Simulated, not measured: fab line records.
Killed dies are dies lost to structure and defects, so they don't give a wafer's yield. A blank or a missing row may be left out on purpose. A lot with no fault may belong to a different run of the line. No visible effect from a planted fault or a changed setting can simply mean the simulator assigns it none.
What tool caused it? -- flow n5 finfet -- Sampling: 10 lots, 30 wafers, 7 of 1938 route steps

WHAT THE GAUGES SHOWED, per wafer
N5_BEOL_M9_CD_MEAS_35: target cd 70 nm, target cd y 40 nm. Usual: cd nm reads 69.8 nm (standard deviation 0.69).
lot,measured,on,cd nm (nm),flag
L138,day 9 13:44,cd sem-03,69.7 68.8 69.7,
L139,day 9 19:42,cd sem-02,70.3 69.3 69.3,
L145,day 11 12:25,cd sem-03,69.8 69.2 69.8,
L146,day 12 00:25,cd sem-01,70.4 70.8 71.2,
L151,day 13 04:17,cd sem-03,70.0 70.6 70.0,
L155,day 14 13:43,cd sem-01,69.8 68.6 70.1,
L156,day 14 13:46,cd sem-01,70.1 69.6 71.1,
L161,day 15 15:40,cd sem-01,68.3 68.3 69.6,
L159,day 15 18:41,cd sem-01,70.3 70.1 70.0,
L160,day 15 18:50,cd sem-03,69.7 68.9 70.2,

N5_BEOL_M9_INSPECT_58: inspects for defects (darkfield). Usual: raw defect count reads 76 (standard deviation 25).
lot,measured,on,raw defect count,flag
L138,day 9 16:27,defect inspect-01,86 75 52,
L139,day 9 22:22,defect inspect-01,58 70 48,
L145,day 11 14:38,defect inspect-02,392 417 356,OFF
L146,day 12 02:34,defect inspect-02,463 409 473,OFF
L151,day 13 06:40,defect inspect-02,59 73 65,
L155,day 14 16:17,defect inspect-02,103 71 54,
L156,day 14 16:44,defect inspect-01,65 106 89,
L161,day 15 18:59,defect inspect-01,41 122 57,
L159,day 15 21:30,defect inspect-02,82 51 47,
L160,day 15 21:43,defect inspect-02,93 70 72,

N5_BEOL_M10_INSPECT_13: inspects for defects (brightfield). Usual: raw defect count reads 432 (standard deviation 91).
lot,measured,on,raw defect count,flag
L138,day 9 18:40,defect inspect-01,411 659 348,
L139,day 10 01:25,defect inspect-02,400 581 384,
L145,day 11 20:49,defect inspect-02,660 665 657,
L146,day 12 04:08,defect inspect-02,964 827 815,OFF
L151,day 13 08:27,defect inspect-02,405 485 415,
L155,day 14 18:15,defect inspect-01,457 370 286,
L156,day 14 18:37,defect inspect-01,394 457 413,
L161,day 15 20:42,defect inspect-02,399 489 591,
L159,day 15 23:52,defect inspect-01,442 417 399,
L160,day 15 23:42,defect inspect-02,418 414 471,

N5_BEOL_M10_INSPECT_30: inspects for defects (brightfield). Usual: raw defect count reads 430 (standard deviation 95).
lot,measured,on,raw defect count,flag
L138,day 9 19:49,defect inspect-02,392 566 317,
L139,day 10 03:58,defect inspect-02,410 564 380,
L145,day 11 23:55,defect inspect-02,667 656 669,
L146,day 12 06:59,defect inspect-02,965 817 818,OFF
L151,day 13 09:58,defect inspect-02,408 508 427,
L155,day 14 20:46,defect inspect-01,452 397 303,
L156,day 14 20:35,defect inspect-02,370 425 403,
L161,day 15 22:19,defect inspect-02,384 502 606,
L159,day 16 02:22,defect inspect-01,422 409 381,
L160,day 16 02:12,defect inspect-02,402 413 465,

WHAT TOOL EACH LOT RAN ON (gives the tool, then ch and the chambers of the sampled wafers, and finally the start)
lot,N5_BEOL_M9_ANNEAL_51,N5_BEOL_M9_CMP_52,N5_BEOL_M10_CURE_71
L138,"rtp anneal-01 ch 0, day 9 15:41","cmp-02 ch 1,2,3, day 9 16:04","uv cure-03 ch 0, day 9 16:34"
L139,"rtp anneal-01 ch 0, day 9 21:36","cmp-02 ch 1,2,3, day 9 21:54","uv cure-01 ch 2, day 9 22:30"
L145,"rtp anneal-01 ch 0, day 11 13:58","cmp-02 ch 0,2,3, day 11 14:13","uv cure-01 ch 0, day 11 14:55"
L146,"rtp anneal-02 ch 0, day 12 01:48","cmp-02 ch 0,2,3, day 12 02:10","uv cure-02 ch 2, day 12 02:40"
L151,"rtp anneal-01 ch 0, day 13 05:52","cmp-04 ch 0,1,3, day 13 06:15","uv cure-03 ch 1, day 13 06:47"
L155,"rtp anneal-01 ch 0, day 14 15:32","cmp-02 ch 0,2, day 14 15:52","uv cure-02 ch 2, day 14 16:24"
L156,"rtp anneal-01 ch 0, day 14 16:01","cmp-02 ch 0,2,3, day 14 16:17","uv cure-03 ch 0, day 14 16:56"
L161,"rtp anneal-02 ch 0, day 15 18:13","cmp-04 ch 0,1,2, day 15 18:31","uv cure-03 ch 1, day 15 19:06"
L159,"rtp anneal-02 ch 0, day 15 20:50","cmp-02 ch 1,2, day 15 21:02","uv cure-01 ch 2, day 15 21:56"
L160,"rtp anneal-01 ch 0, day 15 20:54","cmp-02 ch 1,3, day 15 21:16","uv cure-03 ch 1, day 15 21:50"
- N5_BEOL_M9_ANNEAL_51: time 90 s.
- N5_BEOL_M9_CMP_52: polishes, stops on SiCOH lowk, t overpolish 7 s, target thk 140 nm.
- N5_BEOL_M10_CURE_71: cures SiCOH lowk, time 240 s.

WHAT THE TOOLS THEMSELVES READ (means of the sampled wafers that have a number; where no wafer has one, the mark that the record gives instead)
N5_BEOL_M9_ANNEAL_51. Usual: wafer_temp_C_max reads 225.92 (standard deviation 0.24).
lot,tool,wafer_temp_C_max,flag
L138,rtp anneal-01,226.23,
L139,rtp anneal-01,225.89,
L145,rtp anneal-01,226.08,
L146,rtp anneal-02,225.96,
L151,rtp anneal-01,225.94,
L155,rtp anneal-01,225.78,
L156,rtp anneal-01,226.13,
L161,rtp anneal-02,226.04,
L159,rtp anneal-02,226.17,
L160,rtp anneal-01,226.04,

N5_BEOL_M9_CMP_52. Usual: barrier field endpoint s 29.1 s, standard deviation 0.75; clearing platen rpm 49.999 rpm, standard deviation 0.026; motor current A 6.4 A, standard deviation 0.56; overpolish run s 7.000 s, standard deviation 0.0088; slurry flow ml min 150.1, standard deviation 0.46; time to endpoint s 67 s, standard deviation 3.3.
lot,tool,barrier field endpoint s (s),clearing platen rpm (rpm),motor current A (A),overpolish run s (s),slurry flow ml min,time to endpoint s (s),flag
L138,cmp-02,29.3,50.030,6.4,6.997,150.2,67,
L139,cmp-02,29.0,50.010,6.3,7.007,150.0,66,
L145,cmp-02,28.8,50.007,6.7,6.999,150.0,63,
L146,cmp-02,29.0,50.001,7.0,7.005,149.6,65,
L151,cmp-04,29.5,49.963,6.1,6.998,149.5,69,
L155,cmp-02,28.8,50.000,7.1,6.992,150.1,63,
L156,cmp-02,28.2,49.987,6.9,6.999,149.9,62,
L161,cmp-04,29.5,49.988,5.9,6.999,150.1,70,
L159,cmp-02,29.2,49.989,6.5,6.988,150.2,63,
L160,cmp-02,29.1,49.990,6.3,6.988,149.9,68,

N5_BEOL_M10_CURE_71. Usual: lamp power pct 52.31 %, standard deviation 0.058; wafer_temp_C_max 386.8, standard deviation 0.6.
lot,tool,lamp power pct (%),wafer_temp_C_max,flag
L138,uv cure-03,52.32,386.5,
L139,uv cure-01,52.32,386.1,
L145,uv cure-01,52.32,387.5,
L146,uv cure-02,52.32,387.5,
L151,uv cure-03,52.27,386.6,
L155,uv cure-02,52.31,387.7,
L156,uv cure-03,52.28,386.4,
L161,uv cure-03,52.32,386.2,
L159,uv cure-01,52.30,386.1,
L160,uv cure-03,52.29,386.7,

THE ANSWER, worked out from the rows above alone
Rule: a lot is off if the mean of its wafers that have a number lies more than 3 standard deviations from the usual mean. Also off: a lot with no number at a reading for which 4 or more lots have one. Where the step has rows for the other lots, those lots are counted as sound. The gauges are gone through in route order, then the tools' own readings, and for those a lot's mean is taken as printed above. The first step at which some lot is off is used, and at that step the reading that is off furthest; a lot without a number counts as furthest.
Off, at N5_BEOL_M9_INSPECT_58 on raw defect count: L145, L146.
If a tool, at a process step before that reading, ran all the lots that are off and no sound lot after the first of them, it fits. The gauges at N5_BEOL_M9_INSPECT_58 are tried like those tools. None of those tried fits.

WHAT THE SIMULATOR HAD INSERTED
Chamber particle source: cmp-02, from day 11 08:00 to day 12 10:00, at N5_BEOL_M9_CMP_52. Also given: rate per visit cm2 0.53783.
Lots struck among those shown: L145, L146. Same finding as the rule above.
